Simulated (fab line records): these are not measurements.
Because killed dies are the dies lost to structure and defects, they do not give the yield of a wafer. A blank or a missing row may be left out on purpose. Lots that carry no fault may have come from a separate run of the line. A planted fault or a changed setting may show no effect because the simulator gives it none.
Split-lot trial :: flow n5 finfet :: 21 wafers read from 7 lots, route of 1938 steps

SPLIT DETAILS
At N5_BEOL_M13_ETCH_68 (etches SOC in N2/H2, time 355 s), the setting time s was moved away from the recipe's 355 s on 9 of the 21 wafers read, by -21.0% to +11.2%. For the rest of the wafers, this setting stayed at what the recipe calls for.

Reading taken at the split's own step.

THE READING
SiARC_of_BEOL_M13_COAT_66.thk nm (the simulator's own value, which no gauge read), in nm, at N5_BEOL_M13_ETCH_68 (etches SOC in N2/H2, time 355 s). No usual value for it is given in the file. The 12 wafers here that ran the recipe average 76.5 nm, standard deviation 0.72 nm.

wafer: L079.1
tool, chamber at the split: rie diel-01, 2,0
time s as run, s: 355
against the recipe: recipe
SiARC_of_BEOL_M13_COAT_66.thk nm, nm: 77.4
against lot-mates on the recipe: -

wafer: L079.3
tool, chamber at the split: rie diel-01, 2,0
time s as run, s: 355
against the recipe: recipe
SiARC_of_BEOL_M13_COAT_66.thk nm, nm: 77.4
against lot-mates on the recipe: -

wafer: L079.5
tool, chamber at the split: rie diel-01, 1
time s as run, s: 355
against the recipe: recipe
SiARC_of_BEOL_M13_COAT_66.thk nm, nm: 77.6
against lot-mates on the recipe: -

wafer: L082.2
tool, chamber at the split: rie diel-04, 0
time s as run, s: 391.4
against the recipe: +10.3%
SiARC_of_BEOL_M13_COAT_66.thk nm, nm: 73.6
against lot-mates on the recipe: -2.6

wafer: L082.4
tool, chamber at the split: rie diel-04, 1
time s as run, s: 355
against the recipe: recipe
SiARC_of_BEOL_M13_COAT_66.thk nm, nm: 76.2
against lot-mates on the recipe: -

wafer: L082.5
tool, chamber at the split: rie diel-04, 3
time s as run, s: 391.4
against the recipe: +10.3%
SiARC_of_BEOL_M13_COAT_66.thk nm, nm: 73.2
against lot-mates on the recipe: -3.0

wafer: L087.1
tool, chamber at the split: rie diel-01, 0
time s as run, s: 394.8
against the recipe: +11.2%
SiARC_of_BEOL_M13_COAT_66.thk nm, nm: 74
against lot-mates on the recipe: -3.1

wafer: L087.3
tool, chamber at the split: rie diel-01, 3
time s as run, s: 355
against the recipe: recipe
SiARC_of_BEOL_M13_COAT_66.thk nm, nm: 76.8
against lot-mates on the recipe: -

wafer: L087.4
tool, chamber at the split: rie diel-01, 1
time s as run, s: 355
against the recipe: recipe
SiARC_of_BEOL_M13_COAT_66.thk nm, nm: 77.4
against lot-mates on the recipe: -

wafer: L091.3
tool, chamber at the split: rie diel-06, 1
time s as run, s: 289
against the recipe: -18.6%
SiARC_of_BEOL_M13_COAT_66.thk nm, nm: 82
against lot-mates on the recipe: +6.1

wafer: L091.4
tool, chamber at the split: rie diel-06, 0
time s as run, s: 355
against the recipe: recipe
SiARC_of_BEOL_M13_COAT_66.thk nm, nm: 76
against lot-mates on the recipe: -

wafer: L091.5
tool, chamber at the split: rie diel-06, 3
time s as run, s: 355
against the recipe: recipe
SiARC_of_BEOL_M13_COAT_66.thk nm, nm: 75.8
against lot-mates on the recipe: -

wafer: L093.1
tool, chamber at the split: rie diel-01, 3
time s as run, s: 355
against the recipe: recipe
SiARC_of_BEOL_M13_COAT_66.thk nm, nm: 75.6
against lot-mates on the recipe: -

wafer: L093.2
tool, chamber at the split: rie diel-01, 1
time s as run, s: 355
against the recipe: recipe
SiARC_of_BEOL_M13_COAT_66.thk nm, nm: 76.2
against lot-mates on the recipe: -

wafer: L093.4
tool, chamber at the split: rie diel-01, 2
time s as run, s: 333.3
against the recipe: -6.1%
SiARC_of_BEOL_M13_COAT_66.thk nm, nm: 78.6
against lot-mates on the recipe: +2.7

wafer: L094.1
tool, chamber at the split: rie diel-06, 3
time s as run, s: 355
against the recipe: recipe
SiARC_of_BEOL_M13_COAT_66.thk nm, nm: 75.6
against lot-mates on the recipe: -

wafer: L094.2
tool, chamber at the split: rie diel-06, 0
time s as run, s: 379.4
against the recipe: +6.9%
SiARC_of_BEOL_M13_COAT_66.thk nm, nm: 73.8
against lot-mates on the recipe: -1.8

wafer: L094.6
tool, chamber at the split: rie diel-06, 3
time s as run, s: 379.4
against the recipe: +6.9%
SiARC_of_BEOL_M13_COAT_66.thk nm, nm: 73.4
against lot-mates on the recipe: -2.2

wafer: L096.2
tool, chamber at the split: rie diel-04, 1
time s as run, s: 280.4
against the recipe: -21.0%
SiARC_of_BEOL_M13_COAT_66.thk nm, nm: 83.6
against lot-mates on the recipe: +7.2

wafer: L096.5
tool, chamber at the split: rie diel-04, 1
time s as run, s: 280.4
against the recipe: -21.0%
SiARC_of_BEOL_M13_COAT_66.thk nm, nm: 83.6
against lot-mates on the recipe: +7.2

wafer: L096.4
tool, chamber at the split: rie diel-04, 0
time s as run, s: 355
against the recipe: recipe
SiARC_of_BEOL_M13_COAT_66.thk nm, nm: 76.4
against lot-mates on the recipe: -
If several chambers appear in one row, that row covers several wafers at once and the file leaves open which wafer was in which chamber.

THE FIT
A straight line over all 21 wafers: SiARC_of_BEOL_M13_COAT_66.thk nm changes by -0.321 nm for each +1% of time s; r = -0.97; the points scatter about the line by 0.69 nm.
The same after taking each lot's own level away (the mean of its wafers on the recipe; 21 wafers): -0.323 nm for each +1%; r = -1.00; scatter 0.3 nm.
According to that fit, moving time s by its largest amount changes the reading by 6.8 nm.
Across the lots, their own levels run from 75.60 to 77.47 nm, a range of 2.6 times the standard deviation given above.
Consequently the slope shifts little with the lot-to-lot level, the two slopes agreeing.
Check: +6.87 nm against its lot-mates is what the line predicts for one of the wafers moved furthest among these (-21.0%) when that wafer is left out of the fit. Against them it came out at +7.2 nm.

OTHER SPLITS ON THESE WAFERS
These wafers also went through other splits before the reading. Each is held against what the fit with the lots' levels taken away leaves over:
other split on the same wafers: N5_BEOL_M9_COAT_60 spin rpm
wafers away from the commonest value: 5
r with SiARC_of_BEOL_M13_COAT_66.thk nm (lot level and that fit taken away): -0.03

other split on the same wafers: N5_BEOL_M9_ETCH_62 source w
wafers away from the commonest value: 4
r with SiARC_of_BEOL_M13_COAT_66.thk nm (lot level and that fit taken away): +0.00

other split on the same wafers: N5_BEOL_M9_CMP_52 down force psi
wafers away from the commonest value: 5
r with SiARC_of_BEOL_M13_COAT_66.thk nm (lot level and that fit taken away): -0.12

other split on the same wafers: N5_BEOL_M10_PECVD_70 time s
wafers away from the commonest value: 5
r with SiARC_of_BEOL_M13_COAT_66.thk nm (lot level and that fit taken away): -0.02

other split on the same wafers: N5_BEOL_M11_PECVD_70 time s
wafers away from the commonest value: 6
r with SiARC_of_BEOL_M13_COAT_66.thk nm (lot level and that fit taken away): +0.21

other split on the same wafers: N5_BEOL_M11_COAT_59 spin rpm
wafers away from the commonest value: 7
r with SiARC_of_BEOL_M13_COAT_66.thk nm (lot level and that fit taken away): +0.13

other split on the same wafers: N5_BEOL_M12_ETCH_38 time s
wafers away from the commonest value: 11
r with SiARC_of_BEOL_M13_COAT_66.thk nm (lot level and that fit taken away): +0.07

THE FILE'S OWN FIT
SiARC_of_BEOL_M13_COAT_66.thk nm changes by -0.325 nm for each +1% of time s, r = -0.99.
